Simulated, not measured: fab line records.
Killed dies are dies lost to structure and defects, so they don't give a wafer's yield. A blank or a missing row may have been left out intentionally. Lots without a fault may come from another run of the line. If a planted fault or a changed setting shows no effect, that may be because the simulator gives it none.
fab line records | flow nand-harc | part 1 of 2: steps 1 to 4 of 6
[record] lots = 24 wafers = 72 last-day = 33
route steps=1302 shown A_STAIRCASE@832 A_SGD_CUT@907
lots that met no fault: from a run of the same line without faults
start-h: hours from the record's opening day to when the first of the lot's shown wafers began | wait-h: hours from the lot's prior step to this one | " unchanged from the row above | L1.1+2: a row that stands for several wafers | - value missing, or start not given | * or withheld: withheld | < > ~ a bound
route shown NAME@n: names a module that has steps shown in the file, with the first one's number in the route | usual: average and standard deviation across the fault-free wafers | same: alike in all rows | chamber/n: place in a boat | sites: readings site by site | _std_site: standard deviation across them | _edge_site: mean of outer sites minus mean of inner sites | radius-mm: how far each site lies from the wafer's centre | mask NAME#n: copy n | behind: the tool/chamber that last shaped the wafer | hold: why the lot went on hold/how many hours it stayed there/how the hold came to an end | device: which transistor (n, p or np) failed to switch | end of line: the same wafers' tests at the end of the route | a step with no rows: only its recipe | killed: dies that structure and defects cost at the first sort, which is not the same as the wafer's yield | map: a wafer's dies, x killed, . not, _ none there
set.NAME: setting as actually run; set.NAME@STEP: the setting as run at that earlier step | model.NAME: the simulator's own value behind a step, which no gauge read
steps of the route over a sample of lots; a table a step, a row a wafer
services: the hour from which a tool's chamber was out of use, counted from the record's first day as start-h (under 0 if before that day), plus the number of hours and why
[[steps]]
[step NHARC_A_STAIRCASE_HM_OPEN_463]
[recipe] o2-flow-sccm = 400 cos-flow-sccm = 20 ar-flow-sccm = 0 rf-w = 500 bias-w = 300 chemistry = O2/COS
[usual] drypump-motor-current-A = 5.8/0.33 oes-product-au = 1.003/0.012 rf-vpp-V = 468/3.5 showerhead-plenum-p-Torr = 3.14/0.16 throttle-valve-pct = 28.330/0.0093
// columns lot.wafer tool chamber start-h wait-h drypump-motor-current-A oes-product-au rf-hours-counter-h rf-vpp-V showerhead-plenum-p-Torr throttle-valve-pct
L074.1 rie-diel-01 0 - - 5.4 0.999 44 468 3.15 28.336
L074.2 " 1 " " 6.4 1.008 51 464 2.96 28.322
L074.4 " 2 " " 5.7 1.016 39 461 2.91 28.330
L075.2 rie-diel-06 2 - - 5.0 0.997 25 473 3.33 28.330
L075.5 " 3 " " 5.9 1.003 - 464 3.02 28.337
L075.6 " 0 " " 5.6 1.005 - 464 3.01 28.327
L076.2 rie-diel-06 1 - - 5.7 1.005 19 467 3.12 28.334
L076.1 " 3 " " 5.9 1.010 27 464 3.02 28.355
L076.5 " 1 " " 5.7 1.002 - 468 3.12 28.338
L077.3 rie-diel-06 3 - - 5.9 1.007 27 465 3.02 28.326
L077.2 " 1 " " 5.7 0.999 19 468 3.12 28.327
L077.6 " 2 " " 5.0 1.005 - 473 3.33 28.341
L078.3 rie-diel-06 2 - - 5.0 1.004 35 471 3.32 28.332
L078.1 " 3 " " 5.9 1.007 32 465 3.02 28.323
L078.5 " 0 " " 5.6 1.009 - 464 3.00 28.312
L079.2 rie-diel-12 1 - - 5.8 0.991 63 469 3.22 28.329
L079.6 " 1 " " 5.7 0.990 - 468 3.22 28.339
L079.5 " 2 " " 6.2 1.011 - 465 2.99 28.322
L080.1 rie-diel-12 1 - - 5.7 0.998 1 470 3.22 28.335
L080.3 " 3 " " 5.8 1.026 1 473 3.37 28.333
L080.5 " 1 " " 5.8 0.995 - 470 3.22 28.325
L081.4 rie-diel-06 0 - - 5.6 1.005 55 463 3.00 28.322
L081.3 " 1 " " 5.7 0.997 40 467 3.11 28.324
L081.6 " 1 " " 5.7 0.999 - 466 3.11 28.332
L082.1 rie-diel-12 2 - - 6.2 1.008 2 466 2.99 28.339
L082.4 " 3 " " 5.8 1.009 2 472 3.37 28.328
L082.6 " 0 " " 5.9 0.979 - 473 3.34 28.329
L083.2 rie-diel-06 3 - - 5.9 0.996 52 465 3.01 28.344
L083.4 " 0 " " 5.6 1.007 62 464 2.99 28.316
L083.6 " 2 " " 5.0 1.021 - 471 3.31 28.319
L085.3 rie-diel-12 3 - - 5.8 1.010 10 472 3.37 28.327
L085.2 " 0 " " 5.9 0.984 11 472 3.34 28.328
L085.1 " 1 " " 5.8 0.984 9 468 3.22 28.322
L084.2 rie-diel-01 2 - - 5.7 1.011 31 463 2.89 28.336
L084.3 " 3 " " 5.8 1.001 32 471 3.33 28.328
L084.5 " 1 " " 6.3 1.001 - 464 2.94 28.317
L086.3 rie-diel-01 1 - - 6.4 1.011 42 464 2.94 28.324
L086.6 " 1 " " 6.4 1.017 - 463 2.94 28.328
L086.5 " 2 " " 5.7 1.020 - 463 2.89 28.317
L088.4 rie-diel-06 1 - - 5.7 0.989 18 467 3.10 28.320
L088.5 " 3 " " 5.9 0.991 - 463 3.00 28.323
L088.6 " 0 " " 5.6 1.030 - 466 2.98 28.323
L087.2 rie-diel-06 0 - - 5.6 1.024 18 465 2.99 28.332
L087.1 " 2 " " 5.0 1.000 17 472 3.31 28.323
L087.6 " 0 " " 5.6 1.023 - 465 2.99 28.325
L090.1 rie-diel-12 2 - - 6.2 1.010 33 464 2.97 28.337
L090.3 " 0 " " 5.9 0.991 30 472 3.33 28.351
L090.5 " 2 " " 6.2 1.005 - 464 2.97 28.330
L089.3 rie-diel-06 2 - - 5.0 1.015 19 471 3.31 28.327
L089.1 " 3 " " 5.9 1.006 12 464 3.00 28.333
L089.6 " 1 " " 5.7 0.992 - 467 3.10 28.326
L091.4 rie-diel-01 0 - - 5.4 0.988 50 468 3.13 28.325
L091.3 " 1 " " 6.4 1.023 58 462 2.93 28.324
L091.6 " 0 " " 5.4 0.997 - 467 3.13 28.330
L093.2 rie-diel-01 3 - - 5.8 1.012 0 472 3.32 28.344
L093.3 " 0 " " 5.4 0.987 0 466 3.13 28.330
L093.1 " 1 " " 6.4 1.020 0 463 2.93 28.322
L092.2 rie-diel-01 3 - - 5.8 1.007 2 472 3.32 28.321
L092.3 " 0 " " 5.4 0.984 1 468 3.13 28.344
L092.1 " 1 " " 6.4 1.010 1 464 2.93 28.319
L094.4 rie-diel-01 2 - - 5.7 1.006 8 473 3.37 28.342
L094.1 " 3 " " 5.8 1.007 7 470 3.31 28.334
L094.2 " 0 " " 5.4 0.976 5 467 3.12 28.340
L095.3 rie-diel-01 2 - - 5.7 1.009 9 471 3.37 28.336
L095.2 " 3 " " 5.8 1.001 9 469 3.31 28.336
L095.6 " 1 " " 6.4 1.005 - 462 2.93 28.336
L097.2 rie-diel-12 0 - - 5.9 0.975 49 471 3.32 28.330
L097.3 " 2 " " 6.2 0.996 56 463 2.96 28.329
L097.6 " 1 " " 5.8 0.995 - 471 3.20 28.329
L096.1 rie-diel-12 2 - - 6.2 1.017 56 464 2.96 28.330
L096.2 " 1 " " 5.8 0.991 50 470 3.20 28.323
L096.6 " 3 " " 5.8 1.016 - 472 3.35 28.321
[step NHARC_A_STAIRCASE_STRIP_316]
[recipe] o2-flow-sccm = 500 ar-flow-sccm = 0 bias-w = 0 chemistry = O2
[usual] drypump-motor-current-A = 5.7/0.35 oes-product-au = 1.002/0.012 rf-vpp-V = 57.8/0.97 showerhead-plenum-p-Torr = 3.55/0.18 throttle-valve-pct = 17.036/0.0094
// columns lot.wafer tool chamber start-h wait-h drypump-motor-current-A oes-product-au rf-hours-counter-h rf-vpp-V showerhead-plenum-p-Torr throttle-valve-pct
L074.1 rie-diel-01 3 - - 5.8 0.996 45 58.9 3.78 17.038
L074.4 " 0 " " 5.4 0.991 44 57.2 3.56 17.035
L074.2 " 1 " " 6.4 0.997 52 58.8 3.35 17.040
L075.2 rie-diel-06 2 - - 5.0 1.007 25 57.6 3.76 17.024
L075.6 " 0 " " 5.6 1.007 - 59.7 3.40 17.028
L075.5 " 1 " " 5.7 1.008 - 57.0 3.53 17.050
L076.1 rie-diel-06 3 - - 5.9 1.013 27 57.5 3.41 17.032
L076.2 " 0 " " 5.6 1.001 32 57.9 3.40 17.041
L076.5 " 0 " " 5.6 1.003 - 57.0 3.40 17.049
L077.3 rie-diel-06 3 - - 5.9 1.001 27 58.8 3.41 17.030
L077.2 " 0 " " 5.6 1.002 32 57.0 3.40 17.017
L077.6 " 2 " " 5.0 1.002 - 58.2 3.76 17.029
L078.3 rie-diel-06 2 - - 5.1 1.014 35 57.9 3.75 17.019
L078.1 " 1 " " 5.7 0.997 27 57.4 3.52 17.047
L078.5 " 2 " " 5.0 1.004 - 59.0 3.75 17.037
L079.2 rie-diel-12 3 - - 5.8 1.014 61 56.8 3.27 17.032
L079.5 " 3 " " 5.8 1.009 - 56.1 3.27 17.040
L079.6 " 0 " " 5.9 0.994 - 58.1 3.77 17.026
L080.3 rie-diel-12 1 - - 5.8 0.985 1 56.5 3.64 17.055
L080.1 " 2 " " 6.2 1.000 1 56.5 3.38 17.035
L080.5 " 2 " " 6.2 1.007 - 56.5 3.38 17.050
L081.4 rie-diel-06 2 - - 5.0 1.009 46 59.2 3.75 17.027
L081.3 " 1 " " 5.7 1.007 40 57.5 3.52 17.036
L081.6 " 2 " " 5.0 1.020 - 57.4 3.75 17.048
L082.1 rie-diel-12 1 - - 5.8 0.986 3 57.8 3.64 17.032
L082.4 " 0 " " 5.9 0.996 3 57.8 3.77 17.034
L082.6 " 1 " " 5.8 0.981 - 57.7 3.64 17.048
L083.2 rie-diel-06 0 - - 5.6 1.011 62 58.3 3.39 17.034
L083.4 " 2 " " 5.0 1.007 52 57.1 3.74 17.050
L083.6 " 1 " " 5.7 1.005 - 57.5 3.51 17.044
L085.2 rie-diel-12 0 - - 5.9 0.989 11 57.9 3.77 17.033
L085.1 " 2 " " 6.2 1.008 10 56.6 3.37 17.029
L085.3 " 3 " " 5.8 1.020 10 58.0 3.80 17.042
L084.2 rie-diel-01 1 - - 6.4 1.000 37 58.1 3.33 17.033
L084.3 " 3 " " 5.8 1.001 33 59.0 3.76 17.029
L084.5 " 2 " " 5.7 1.000 - 56.6 3.27 17.060
L086.3 rie-diel-01 0 - - 5.4 1.006 41 59.9 3.54 17.049
L086.5 " 1 " " 6.4 1.006 - 59.0 3.32 17.044
L086.6 " 2 " " 5.7 1.007 - 56.3 3.27 17.041
L088.4 rie-diel-06 3 - - 5.9 0.994 12 57.1 3.39 17.040
L088.5 " 3 " " 5.9 0.997 - 59.1 3.39 17.045
L088.6 " 0 " " 5.6 1.020 - 57.9 3.37 17.035
L087.2 rie-diel-06 1 - - 5.7 0.997 19 57.0 3.50 17.031
L087.1 " 3 " " 5.9 0.991 12 58.7 3.39 17.048
L087.6 " 2 " " 5.0 1.003 - 57.3 3.73 17.028
L090.1 rie-diel-12 3 - - 5.8 1.023 27 59.6 3.79 17.039
L090.3 " 1 " " 5.8 0.971 30 57.4 3.62 17.035
L090.5 " 3 " " 5.8 1.020 - 57.9 3.79 17.035
L089.1 rie-diel-06 2 - - 5.0 0.992 19 59.3 3.73 17.031
L089.3 " 0 " " 5.6 1.020 21 57.0 3.37 17.047
L089.6 " 2 " " 5.1 1.005 - 59.2 3.73 17.034
L091.3 rie-diel-06 1 - - 5.7 0.991 27 56.0 3.50 17.028
L091.6 " 2 " " 5.0 1.017 - 58.3 3.73 17.057
L091.4 " 1 " " 5.7 0.996 - 57.5 3.50 17.046
L093.1 rie-diel-01 0 - - 5.4 0.987 0 60.9 3.53 17.026
L093.2 " 1 " " 6.4 1.009 0 56.9 3.31 17.028
L093.3 " 3 " " 5.8 1.000 0 57.4 3.75 17.040
L092.1 rie-diel-01 1 - - 6.4 1.012 1 58.0 3.31 17.027
L092.3 " 2 " " 5.7 1.009 2 58.6 3.81 17.047
L092.2 " 0 " " 5.4 0.981 1 58.7 3.53 17.031
L094.2 rie-diel-01 3 - - 5.8 1.006 8 58.2 3.74 17.025
L094.1 " 0 " " 5.4 0.987 5 56.2 3.53 17.029
L094.4 " 1 " " 6.4 1.013 5 57.0 3.31 17.051
L095.3 rie-diel-01 2 - - 5.7 0.997 9 58.9 3.80 17.046
L095.2 " 3 " " 5.8 0.998 9 58.7 3.74 17.053
L095.6 " 3 " " 5.8 0.996 - 55.7 3.74 17.018
L097.2 rie-diel-12 0 - - 5.9 0.980 50 58.9 3.75 17.036
L097.3 " 2 " " 6.3 1.009 56 57.3 3.35 17.034
L097.6 " 0 " " 5.9 0.974 - 58.9 3.74 17.032
L096.2 rie-diel-12 1 - - 5.8 0.986 50 57.9 3.61 17.032
L096.1 " 2 " " 6.2 1.010 56 58.2 3.35 17.043
L096.6 " 0 " " 5.9 0.983 - 56.7 3.74 17.031
[step NHARC_A_STAIRCASE_CMP_472]
[recipe] material = SiO2
[usual] motor-current-A = 11.8/1.3
// columns lot.wafer tool chamber start-h wait-h motor-current-A
L074.2 cmp-04 1 418.70 0.2 11.9
L074.4 " 2 " " 11.1
L074.1 " 3 " " 14.5
L075.2 cmp-03 3 437.82 0.3 12.1
L075.6 " 2 " " 11.0
L075.5 " 3 " " 12.6
L076.1 cmp-04 1 454.13 0.2 12.0
L076.2 " 0 " " 12.4
L076.5 " 1 " " 11.6
L077.2 cmp-01 0 454.24 0.2 10.8
L077.3 " 2 " " 11.1
L077.6 " 1 " " 10.9
L078.1 cmp-01 1 471.71 0.2 10.6
L078.3 " 3 " " 10.2
L078.5 " 1 " " 11.1
L079.2 cmp-01 2 483.82 0.3 11.4
L079.5 " 0 " " 11.0
L079.6 " 1 " " 11.0
L081.3 cmp-03 1 504.23 0.2 10.6
L081.4 " 0 " " 12.1
L081.6 " 2 " " 11.4
L082.1 cmp-03 2 504.53 0.2 11.0
L082.4 " 3 " " 13.2
L082.6 " 1 " " 10.6
L080.1 cmp-01 3 505.87 0.3 10.4
L080.3 " 2 " " 11.8
L080.5 " 3 " " 10.1
L085.3 cmp-04 0 536.43 0.2 11.9
L085.1 " 1 " " 11.1
L085.2 " 2 " " 10.7
L083.2 cmp-04 3 537.51 0.2 15.1
L083.4 " 1 " " 11.6
L083.6 " 3 " " 14.4
L084.2 cmp-04 2 548.23 0.2 10.7
L084.3 " 1 " " 11.7
L084.5 " 3 " " 13.9
L086.3 cmp-04 2 558.17 0.3 11.2
L086.5 " 3 " " 14.2
L086.6 " 0 " " 12.5
L089.1 cmp-01 1 584.51 0.2 10.8
L089.3 " 2 " " 11.8
L089.6 " 3 " " 10.8
L088.4 cmp-03 0 584.82 0.3 12.2
L088.5 " 3 " " 12.5
L088.6 " 0 " " 12.2
L087.2 cmp-04 1 584.94 0.2 11.5
L087.1 " 3 " " 14.8
L087.6 " 1 " " 12.5
L090.3 cmp-04 2 587.82 0.2 10.8
L090.1 " 0 " " 12.5
L090.5 " 2 " " 11.2
L091.4 cmp-01 3 609.11 0.1 10.4
L091.3 " 0 " " 10.9
L091.6 " 0 " " 11.1
L093.2 cmp-03 0 624.89 0.2 12.5
L093.3 " 2 " " 11.2
L093.1 " 3 " " 12.5
L094.2 cmp-04 2 625.14 0.2 11.2
L094.4 " 3 " " 14.4
L094.1 " 1 " " 11.5
L092.2 cmp-04 2 626.10 0.2 11.4
L092.1 " 3 " " 14.5
L092.3 " 1 " " 12.1
L095.2 cmp-04 3 635.18 0.2 14.1
L095.3 " 1 " " 11.7
L095.6 " 3 " " 15.2
L097.3 cmp-01 3 655.48 0.2 10.4
L097.2 " 0 " " 10.7
L097.6 " 0 " " 10.7
L096.1 cmp-01 3 655.81 0.3 10.0
L096.2 " 0 " " 11.5
L096.6 " 1 " " 10.7
[step NHARC_A_SGD_CUT_ETCH_15]
[recipe] target-depth-a = 750 time-s = 64.3 ch3f-flow-sccm = 50 o2-flow-sccm = 30 ar-flow-sccm = 200 rf-w = 500 bias-w = 100 chemistry = CH3F/O2
[usual] drypump-motor-current-A = 5.6/0.48 oes-product-au = 0.962/0.019 rf-vpp-V = 264.2/1.5 showerhead-plenum-p-Torr = 2.48/0.098 throttle-valve-pct = 20.663/0.0077
[same] time-s = 64.3
// columns lot.wafer tool chamber start-h wait-h drypump-motor-current-A oes-product-au rf-hours-counter-h rf-vpp-V showerhead-plenum-p-Torr throttle-valve-pct
L074.4 rie-diel-04 1 - - 6.5 0.949 5 266.0 2.58 20.669
L074.1 " 2 " " 5.2 0.979 5 263.3 2.36 20.672
L074.2 " 3 " " 5.2 0.984 5 265.7 2.59 20.646
L075.2 rie-diel-04 1 - - 6.5 0.930 7 265.1 2.58 20.675
L075.6 " 0 " " 5.8 0.948 - 265.2 2.51 20.655
L075.5 " 1 " " 6.5 0.930 - 264.8 2.58 20.661
L076.1 rie-diel-10 0 - - 5.0 0.932 1 263.9 2.43 20.659
L076.2 " 1 " " 5.1 0.933 1 262.4 2.34 20.646
L076.5 " 0 " " 5.0 0.935 - 263.0 2.43 20.667
L077.3 rie-diel-04 0 - - 5.8 0.976 8 265.2 2.51 20.667
L077.2 " 3 " " 5.2 0.983 8 265.9 2.58 20.661
L077.6 " 1 " " 6.5 0.966 - 265.8 2.58 20.659
L078.3 rie-diel-04 0 - - 5.8 0.953 10 262.7 2.51 20.666
L078.1 " 1 " " 6.4 0.971 10 265.8 2.58 20.655
L078.5 " 2 " " 5.2 0.979 - 262.6 2.36 20.677
L079.2 rie-diel-10 0 - - 5.0 0.948 3 264.2 2.43 20.656
L079.6 " 2 " " 5.2 0.947 - 265.6 2.55 20.656
L079.5 " 3 " " 5.1 0.926 - 262.5 2.30 20.669
L081.3 rie-diel-10 3 - - 5.1 0.945 5 261.5 2.30 20.668
L081.4 " 1 " " 5.2 0.951 4 262.3 2.34 20.652
L081.6 " 3 " " 5.1 0.952 - 261.8 2.30 20.652
L082.4 rie-diel-04 1 - - 6.5 0.975 13 265.8 2.58 20.662
L082.1 " 2 " " 5.2 0.960 13 262.1 2.36 20.657
L082.6 " 0 " " 5.8 0.984 - 264.9 2.51 20.661
L080.1 rie-diel-04 0 - - 5.8 0.989 13 263.0 2.51 20.670
L080.3 " 1 " " 6.4 0.972 13 265.1 2.58 20.669
L080.5 " 0 " " 5.8 0.985 - 264.9 2.51 20.672
L085.2 rie-diel-10 0 - - 5.0 0.986 8 262.9 2.43 20.667
L085.1 " 1 " " 5.1 0.964 7 261.9 2.34 20.661
L085.3 " 2 " " 5.2 0.957 7 263.6 2.55 20.658
L083.2 rie-diel-09 2 - - 5.9 0.956 1 263.9 2.58 20.653
L083.4 " 0 " " 5.7 0.992 2 264.2 2.56 20.665
L083.6 " 3 " " 6.2 0.971 - 265.1 2.45 20.673
L084.2 rie-diel-10 2 - - 5.2 0.980 7 263.8 2.55 20.665
L084.3 " 3 " " 5.1 0.957 8 260.8 2.30 20.664
L084.5 " 3 " " 5.1 0.945 - 262.2 2.30 20.666
L086.3 rie-diel-09 2 - - 5.9 0.940 2 264.5 2.58 20.676
L086.5 " 3 " " 6.2 0.956 - 264.2 2.45 20.675
L086.6 " 0 " " 5.7 0.945 - 265.0 2.56 20.656
L089.1 rie-diel-04 1 - - 6.4 0.963 3 265.7 2.58 20.652
L089.3 " 3 " " 5.2 0.980 4 266.5 2.58 20.663
L089.6 " 2 " " 5.2 0.992 - 261.2 2.36 20.648
L088.4 rie-diel-09 1 - - 5.8 0.949 4 263.3 2.48 20.665
L088.6 " 3 " " 6.2 0.933 - 263.3 2.45 20.667
L088.5 " 0 " " 5.7 0.956 - 264.0 2.56 20.658
L087.1 rie-diel-10 0 - - 5.0 0.950 10 263.5 2.43 20.660
L087.2 " 2 " " 5.2 0.981 10 266.5 2.55 20.665
L087.6 " 0 " " 5.0 0.959 - 263.9 2.43 20.658
L090.3 rie-diel-09 1 - - 5.7 0.967 5 263.4 2.48 20.663
L090.1 " 2 " " 5.9 0.965 3 266.3 2.58 20.661
L090.5 " 1 " " 5.7 0.964 - 264.5 2.48 20.654
L091.3 rie-diel-09 2 - - 5.8 0.934 4 268.2 2.58 20.663
L091.4 " 0 " " 5.7 0.960 5 264.2 2.56 20.660
L091.6 " 3 " " 6.2 0.942 - 263.0 2.45 20.676
L093.2 rie-diel-04 0 - - 5.8 0.947 8 265.0 2.50 20.648
L093.3 " 2 " " 5.2 0.993 8 263.4 2.35 20.671
L093.1 " 3 " " 5.2 1.000 8 265.7 2.58 20.659
L094.4 rie-diel-09 0 - - 5.7 0.981 5 265.5 2.56 20.659
L094.1 " 1 " " 5.7 0.988 6 264.0 2.48 20.668
L094.2 " 2 " " 5.9 0.958 5 265.3 2.58 20.678
L092.1 rie-diel-04 3 - - 5.2 0.990 8 265.8 2.58 20.670
L092.3 " 0 " " 5.8 0.954 8 264.2 2.50 20.661
L092.2 " 1 " " 6.5 0.968 6 264.9 2.58 20.652
L095.2 rie-diel-10 3 - - 5.1 0.958 1 262.6 2.30 20.658
L095.3 " 1 " " 5.1 0.977 2 262.9 2.33 20.665
L095.6 " 0 " " 5.0 0.971 - 263.0 2.43 20.663
L097.3 rie-diel-04 3 - - 5.2 0.963 11 266.0 2.58 20.661
L097.2 " 0 " " 5.8 0.973 11 265.4 2.50 20.663
L097.6 " 3 " " 5.2 0.980 - 265.0 2.58 20.666
L096.1 rie-diel-09 3 - - 6.2 0.950 7 264.3 2.45 20.672
L096.2 " 1 " " 5.7 0.955 7 264.0 2.48 20.679
L096.6 " 3 " " 6.2 0.947 - 263.8 2.45 20.655
